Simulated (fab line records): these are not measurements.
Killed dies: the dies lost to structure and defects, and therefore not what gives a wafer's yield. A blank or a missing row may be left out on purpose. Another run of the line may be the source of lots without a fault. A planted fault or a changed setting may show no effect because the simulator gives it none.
8D (eight disciplines) problem report, filled in by code | flow nand-harc | the parts of the form that need people (team, actions taken, sign-off) are left out

## 1. WHAT WENT WRONG
run-length-s at NHARC_A_STAIRCASE_TRIM_22 reads a mean of 163.6 s on 2 wafers of 1 lot; wafers without a fault read 232.6 s with a standard deviation of 0.37. So: -99 or more standard deviations from the usual mean.
The step: chemistry O2, time 211.2 s.
Earliest sighting: wafer L259.2 on rie-diel-11 at day 15 21:51. The record has a number at this step for 33 wafers belonging to 11 lots. Rule for "out", or "out of limits": more than 4 standard deviations from the usual mean. All remaining wafers that have a number are taken as sound.

## 2. WHAT THIS IS AND IS NOT
question                    | is                | is not
which readings at this step | run-length-s      | drypump-motor-current-A, showerhead-plenum-p-Torr, throttle-valve-pct
which lots                  | L259              | L238, L239, L240, L242, L243, L244, L245, L247, L248, L260
which wafers of those lots  | L259.2, L259.6    | L259.5
read on which tools         | rie-diel-11       | rie-diel-09, rie-diel-10
when                        | from day 15 21:51 | up to then (28 sound wafers); but 3 sound wafers of L260 came after

## 3. WHAT RULES OUT EACH SUSPECT
Counting: a tool at a process step up to the reading stays a suspect if it ran every lot that is out. Sound lots after the first of them don't rule it out here, since some wafers of a struck lot are sound.
- rie-diel-11 at NHARC_A_STAIRCASE_ETCH_15 (etches the open film in C4F8/O2, target depth 100 nm, time 40.5 s): kept. It ran the lot that is out, L259 (day 15 21:51); its last sound lot up to then is L247 (day 13 03:16). Because NHARC_A_STAIRCASE_ETCH_15 lacks a start for some lots, the hours and order of its lots are taken from NHARC_A_STAIRCASE_TRIM_22.
- rie-diel-11 at NHARC_A_STAIRCASE_TRIM_18 (chemistry O2, time 211.2 s): kept. It ran the lot that is out, L259 (day 15 21:51); its last sound lot up to then is L247 (day 13 03:16). Because NHARC_A_STAIRCASE_TRIM_18 lacks a start for some lots, the hours and order of its lots are taken from NHARC_A_STAIRCASE_TRIM_22.
- rie-diel-11 at NHARC_A_STAIRCASE_TRIM_22 (chemistry O2, time 211.2 s): kept. It ran the lot that is out, L259 (day 15 21:51); its last sound lot up to then is L247 (day 13 03:16). Its own readings are out on those wafers: run-length-s.
- The sound lot-mates ran in chamber 0 of rie-diel-11 at NHARC_A_STAIRCASE_ETCH_15, but the wafers that are out ran in chamber 1.
- The sound lot-mates ran in chamber 1 of rie-diel-11 at NHARC_A_STAIRCASE_TRIM_22, but the wafers that are out ran in chamber 2.
Left after counting: rie-diel-11 at NHARC_A_STAIRCASE_ETCH_15, rie-diel-11 at NHARC_A_STAIRCASE_TRIM_18, rie-diel-11 at NHARC_A_STAIRCASE_TRIM_22.

## 4. THE CAUSE (what the simulator had put in)
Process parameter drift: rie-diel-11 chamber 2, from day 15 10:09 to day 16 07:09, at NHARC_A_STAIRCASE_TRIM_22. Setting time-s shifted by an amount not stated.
Counting left 3 suspects, and this tool is among them.

## 5. SEQUENCE OF EFFECTS, ordered by route
Rows list readings where the struck wafers' mean (over those with a number) sits beyond 3 standard deviations from the usual. Only readings for which the record gives a usual standard deviation are gone through. hours: the time from each lot's start at the first step in this table that gives one to its start at this step, as a median over the lots. sigmas: the change in usual standard deviations.
hours | step                      | reading      | usual   | on struck wafers | change | sigmas
0     | NHARC_A_STAIRCASE_TRIM_22 | run-length-s | 232.6 s | 163.6            | -69.0  | -99 or more
Process steps it contains:
- NHARC_A_STAIRCASE_TRIM_22: chemistry O2, time 211.2 s.
At these later measuring or inspecting steps, every struck wafer for which the step has a row has a number for every such reading, and none has moved that far: NHARC_END_SORT_01.

## 6. WHAT WOULD HAVE CAUGHT IT SOONER
In this record no reading fell out of limits until day 15 21:51, 12 hours after the fault had begun at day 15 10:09.
